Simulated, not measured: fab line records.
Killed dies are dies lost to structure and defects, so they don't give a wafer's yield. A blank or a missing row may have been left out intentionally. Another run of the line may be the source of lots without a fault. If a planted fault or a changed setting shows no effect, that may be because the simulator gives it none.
A lot that was struck, set against a sound lot -- flow nand_harc -- 14 steps out of a route of 1159
Sound: wafers L583.1, L583.3, L583.4. Struck: wafer L597.4; the same lot's L597.2 was not struck, so it is left out; see the end for the cause.
For every step that has rows: the tool of each side, followed by ch and its chambers, followed by its first start. Under that, the readings that differ: sound wafers -- struck wafers -- difference of the means -- sigmas: that difference in standard deviations of wafers without a fault.
alike: words and numbers the same on both sides, and readings whose means are apart by under 2 such deviations; not compared: readings that were withheld, readings missing a value for some wafer, numbers with overlapping values and no deviation given by the record, and bounds like >300 which may hide the same value.
A row with sigmas, a row that says differs or no value, or rows on one side alone: a step with any of these is where the two part. Non-overlapping numbers with no deviation appear without sigmas and do not part them. A reading missing from all wafers of one side parts the sides only when that side holds two or more wafers.

first, 2 steps without rows for these wafers: NHARC_A_SOURCE_PLATE_SRD_01; NHARC_A_SOURCE_PLATE_OXIDE_02 (material SiO2, target thk 10 nm, ox time 1362 s).
NHARC_A_SOURCE_PLATE_THK_MEAS_09: measures by ellipsometry.
  struck on film_metro-02, day 11 01:51; sound on film_metro-02, day 7 13:59
  alike: thk_nm
then, 3 steps without rows for these wafers: NHARC_A_SOURCE_PLATE_PVD_04 (deposits WSi2, target thk 50 nm); NHARC_A_SOURCE_PLATE_CVD_03 (deposits poly-Si, target thk 200 nm, time 4000 s); NHARC_A_SOURCE_PLATE_ANNEAL_05 (time 1800 s).
NHARC_A_SOURCE_PLATE_THK_MEAS_06: measures by ellipsometry.
  struck on film_metro-01, day 11 14:59; sound on film_metro-02, day 8 03:41
  alike: thk_nm
NHARC_A_SOURCE_PLATE_INSPECT_08:
  struck on defect_inspect-01, day 11 15:02; sound on defect_inspect-02, day 8 03:47
  alike: raw_defect_count
then, 1 step without rows for these wafers: NHARC_A_ONON_D1_DEP_00 (target thk 1000 nm).
NHARC_A_ONON_D1_THK_MEAS_02: measures by ellipsometry.
  struck on film_metro-01, day 11 15:37; sound on film_metro-02, day 8 04:22
  alike: thk_nm
NHARC_A_ONON_D1_DEP_03: target thk 1000 nm.
  sound on pecvd_onon-02 ch 0, day 8 04:25; struck on pecvd_onon-04 ch 0, day 11 15:43
  alike: nh3_flow_sccm
NHARC_A_ONON_D1_THK_MEAS_05: measures by ellipsometry.
  struck on film_metro-02, day 11 16:13; sound on film_metro-02, day 8 04:56
reading,sound,struck,difference,sigmas
thk_nm (nm),995 996 997,508,-488,-55
then, 1 step without rows for these wafers: NHARC_A_ONON_D1_DEP_06 (target thk 1000 nm).
-- break in the record here, with 12 days between the starts of the struck wafers on either side (left off in module A_ONON_D1, picked up again in module END, where the first step shown is number 1159 on the route) --
NHARC_END_SORT_01:
  at this point the record logs the struck wafers (prober-02 ch 0, day 23 12:46) and has no rows for the sound ones

WHERE THEY PART
First at NHARC_A_ONON_D1_THK_MEAS_05; last, within this record, at NHARC_END_SORT_01.

WHY: whatever the simulator had introduced
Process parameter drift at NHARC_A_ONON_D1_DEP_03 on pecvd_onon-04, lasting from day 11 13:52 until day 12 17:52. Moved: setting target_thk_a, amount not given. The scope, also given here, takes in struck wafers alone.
